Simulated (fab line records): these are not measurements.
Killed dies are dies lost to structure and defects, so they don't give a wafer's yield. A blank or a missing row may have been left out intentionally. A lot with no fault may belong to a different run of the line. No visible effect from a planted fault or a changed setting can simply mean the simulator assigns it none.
Lot-split experiment | flow n5-finfet | 21 wafers read across 7 lots, on a route 1938 steps long

ON THE SPLIT
At N5_MOL_CONTACT_COAG_CONTACT_ETCH_14 (etches SiO2 in C4F6/O2, target depth 27.5 nm, overetch 8.5 nm, time 20 s), the setting source-w was moved away from the recipe's 370 W on 8 of the 21 wafers read, by -15.3% to +15.3%. For the rest of the wafers, this setting stayed at what the recipe calls for.

The split's own step is where the reading is taken.

THE READING
rf-vpp-V, in V, at N5_MOL_CONTACT_COAG_CONTACT_ETCH_14 (etches SiO2 in C4F6/O2, target depth 27.5 nm, overetch 8.5 nm, time 20 s). Fault-free wafers of this fab line usually give 694 V, standard deviation 3.6 V.

wafer  | tool, chamber at the split | source-w as run, W | against the recipe | rf-vpp-V, V | against lot-mates on the recipe
L081.1 | rie-diel-02, 3             | 370                | recipe             | 691         | -
L081.2 | rie-diel-02, 2             | 370                | recipe             | 697         | -
L081.4 | rie-diel-02, 1             | 370                | recipe             | 694         | -
L083.1 | rie-diel-02, 3             | 313.4              | -15.3%             | 729         | +31
L083.2 | rie-diel-02, 2             | 370                | recipe             | 698         | -
L083.5 | rie-diel-02, 3             | 313.4              | -15.3%             | 728         | +30
L084.1 | rie-diel-06, 2             | 370                | recipe             | 700         | -
L084.5 | rie-diel-06, 1             | 370                | recipe             | 689         | -
L084.6 | rie-diel-06, 0             | 370                | recipe             | 699         | -
L086.2 | rie-diel-02, 2             | 317                | -14.3%             | 727         | +36
L086.3 | rie-diel-02, 1             | 317                | -14.3%             | 722         | +31
L086.4 | rie-diel-02, 3             | 370                | recipe             | 691         | -
L088.1 | rie-diel-06, 0             | 426.5              | +15.3%             | 670         | -19
L088.3 | rie-diel-06, 3             | 426.5              | +15.3%             | 667         | -22
L088.6 | rie-diel-06, 1             | 370                | recipe             | 689         | -
L091.4 | rie-diel-02, 2             | 370                | recipe             | 697         | -
L091.5 | rie-diel-02, 3             | 370                | recipe             | 689         | -
L091.6 | rie-diel-02, 0             | 370                | recipe             | 694         | -
L093.1 | rie-diel-02, 0             | 402.9              | +8.9%              | 673         | -18
L093.3 | rie-diel-02, 2             | 402.9              | +8.9%              | 676         | -15
L093.5 | rie-diel-02, 3             | 370                | recipe             | 691         | -

THE FIT
A straight line over all 21 wafers: rf-vpp-V changes by -2.03 V for each +1% of source-w; r = -0.98; the points scatter about the line by 4 V.
The same after taking each lot's own level away (the mean of its wafers on the recipe; 21 wafers): -1.86 V for each +1%; r = -0.97; scatter 4.1 V.
That fit puts the effect of the largest move of source-w on the reading at 28 V.
Measured against the standard deviation above, the lots' own levels, which go from 689.0 to 698.0 V, span 2.5 times it.
So the lot-to-lot level changes the slope little: the two slopes agree.
Check: with one of the wafers moved furthest among these (-15.3%) left out of the fit, the line predicts +29.8 V for it against its lot-mates. Against them it came out at +31 V.
Tool readings at the split's step, against how far the setting was moved: rf-vpp-V r = -0.98.

FURTHER SPLITS ON THESE WAFERS
These wafers also went through other splits before the reading. Each is held against what the fit with the lots' levels taken away leaves over:
other split on the same wafers      | wafers away from the commonest value | r with rf-vpp-V (lot level and that fit taken away)
N5_SDB_ETCH_18 time-s               | 5                                    | +0.44
N5_HKMG_FIN_HK_ALD_01 ald-cycles    | 7                                    | -0.07
N5_HKMG_FIN_NWFM_ALD_20 ald-cycles  | 4                                    | -0.03
N5_MOL_CONTACT_COAG_ETCH_105 bias-w | 6                                    | +0.13

THE FILE'S OWN FIT
rf-vpp-V changes by -1.87 V for each +1% of source-w, r = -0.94.
